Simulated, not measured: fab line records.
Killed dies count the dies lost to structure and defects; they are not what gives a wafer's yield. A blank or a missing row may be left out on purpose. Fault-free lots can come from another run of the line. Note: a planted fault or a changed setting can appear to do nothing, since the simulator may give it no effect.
Chamber matching / flow n5-finfet / rie-diel-05 running N5_BEOL_M7_ETCH_65: 4 sister chambers
The step etches SiARC in CF4, target depth 15.6 nm, time 26 s. 4 wafers are shown with their chamber, then 8 later ones without.

WAFERS, EACH WITH ITS CHAMBER
wafer=L085.2; chamber=1; showerhead-plenum-p-Torr (Torr)=2.16
wafer=L085.3; chamber=0; showerhead-plenum-p-Torr (Torr)=2.11
wafer=L085.4; chamber=3; showerhead-plenum-p-Torr (Torr)=2.13
wafer=L094.1; chamber=2; showerhead-plenum-p-Torr (Torr)=2.17

WAFERS MISSING THEIR CHAMBER
wafer=L094.2; showerhead-plenum-p-Torr (Torr)=2.13
wafer=L094.6; showerhead-plenum-p-Torr (Torr)=2.17
wafer=L093.3; showerhead-plenum-p-Torr (Torr)=2.15
wafer=L093.4; showerhead-plenum-p-Torr (Torr)=2.13
wafer=L093.6; showerhead-plenum-p-Torr (Torr)=2.13
wafer=L095.1; showerhead-plenum-p-Torr (Torr)=2.15
wafer=L095.2; showerhead-plenum-p-Torr (Torr)=2.17
wafer=L095.4; showerhead-plenum-p-Torr (Torr)=2.13

CHAMBER TAKEN BY EACH
wafer=L094.2; from the rows above=3; in truth=3
wafer=L094.6; from the rows above=can't be placed: 2 or 1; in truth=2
wafer=L093.3; from the rows above=can't be placed: 1 or 2 or 3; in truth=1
wafer=L093.4; from the rows above=3; in truth=3
wafer=L093.6; from the rows above=3; in truth=3
wafer=L095.1; from the rows above=can't be placed: 1 or 2 or 3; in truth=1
wafer=L095.2; from the rows above=can't be placed: 2 or 1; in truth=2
wafer=L095.4; from the rows above=3; in truth=3
Placed correctly: 4 of 8. From these rows, 4 cannot be placed; in 4 the true chamber is one of the candidates. Placed wrongly: 0.
How it was worked out, from the rows above alone: a wafer's distance from a chamber is the root of the sum, over the readings, of the square of ((its reading less the chamber's mean) divided by the reading's scatter). If the next closest chamber is less than 2 further off than the closest, the wafer can't be placed; otherwise it belongs to the closest. A chamber's mean is the mean of its shown wafers. The scatter (one wafer shown for each chamber): square how far every hidden wafer sits from the nearest shown wafer, average those squares and take the square root.
